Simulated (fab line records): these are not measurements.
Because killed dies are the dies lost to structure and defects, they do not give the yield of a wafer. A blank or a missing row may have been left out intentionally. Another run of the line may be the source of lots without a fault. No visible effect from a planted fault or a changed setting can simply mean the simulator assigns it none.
Matching of chambers / flow n5_finfet / N5_FIN_SAQP_HM_OPEN_73 on rie_diel-01 has 4 sister chambers
The step chemistry CHF3/O2, target SiO2, stops on a-Si, target depth 12 nm, time 16.8 s. 8 wafers are shown with their chamber, then 9 later ones without.

## EACH WAFER AND ITS CHAMBER
wafer=L075.6; chamber=0; rf_vpp_V (V)=534; throttle_valve_pct (%)=18.85
wafer=L081.3; chamber=0; rf_vpp_V (V)=533; throttle_valve_pct (%)=18.87
wafer=L086.3; chamber=1; rf_vpp_V (V)=529; throttle_valve_pct (%)=18.90
wafer=L087.5; chamber=2; rf_vpp_V (V)=538; throttle_valve_pct (%)=18.67
wafer=L087.6; chamber=3; rf_vpp_V (V)=517; throttle_valve_pct (%)=18.43
wafer=L088.1; chamber=2; rf_vpp_V (V)=538; throttle_valve_pct (%)=18.67
wafer=L088.2; chamber=1; rf_vpp_V (V)=530; throttle_valve_pct (%)=18.91
wafer=L088.5; chamber=3; rf_vpp_V (V)=516; throttle_valve_pct (%)=18.44

## WAFERS WITH NO CHAMBER GIVEN
wafer=L091.3; rf_vpp_V (V)=517; throttle_valve_pct (%)=18.44
wafer=L091.5; rf_vpp_V (V)=533; throttle_valve_pct (%)=18.90
wafer=L091.6; rf_vpp_V (V)=518; throttle_valve_pct (%)=18.46
wafer=L095.2; rf_vpp_V (V)=530; throttle_valve_pct (%)=18.93
wafer=L095.3; rf_vpp_V (V)=538; throttle_valve_pct (%)=18.70
wafer=L095.5; rf_vpp_V (V)=533; throttle_valve_pct (%)=18.91
wafer=L096.1; rf_vpp_V (V)=538; throttle_valve_pct (%)=18.69
wafer=L096.3; rf_vpp_V (V)=529; throttle_valve_pct (%)=18.93
wafer=L096.5; rf_vpp_V (V)=538; throttle_valve_pct (%)=18.71

## THE CHAMBER EACH PASSED THROUGH
wafer=L091.3; from the rows above=3; in truth=3
wafer=L091.5; from the rows above=can't be placed: 0 or 1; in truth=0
wafer=L091.6; from the rows above=3; in truth=3
wafer=L095.2; from the rows above=1; in truth=1
wafer=L095.3; from the rows above=2; in truth=2
wafer=L095.5; from the rows above=can't be placed: 1 or 0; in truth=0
wafer=L096.1; from the rows above=2; in truth=2
wafer=L096.3; from the rows above=1; in truth=1
wafer=L096.5; from the rows above=2; in truth=2
Correct placement for 7 of the 9. These rows do not allow placing 2 (true chamber among the candidates in 2). Number placed wrongly: 0.
How it was worked out, from the rows above alone: a wafer's distance from a chamber is the root of the sum, over the readings, of the square of ((its reading less the chamber's mean) divided by the reading's scatter). The wafer belongs to the nearest chamber; if the next one is less than 2 further off, it can't be placed. Each chamber's mean is taken over the wafers shown for it. How the scatter is found: for the shown wafers, subtract from each reading the mean of its chamber, square and add these, divide the total by (wafers less chambers), then take the root.
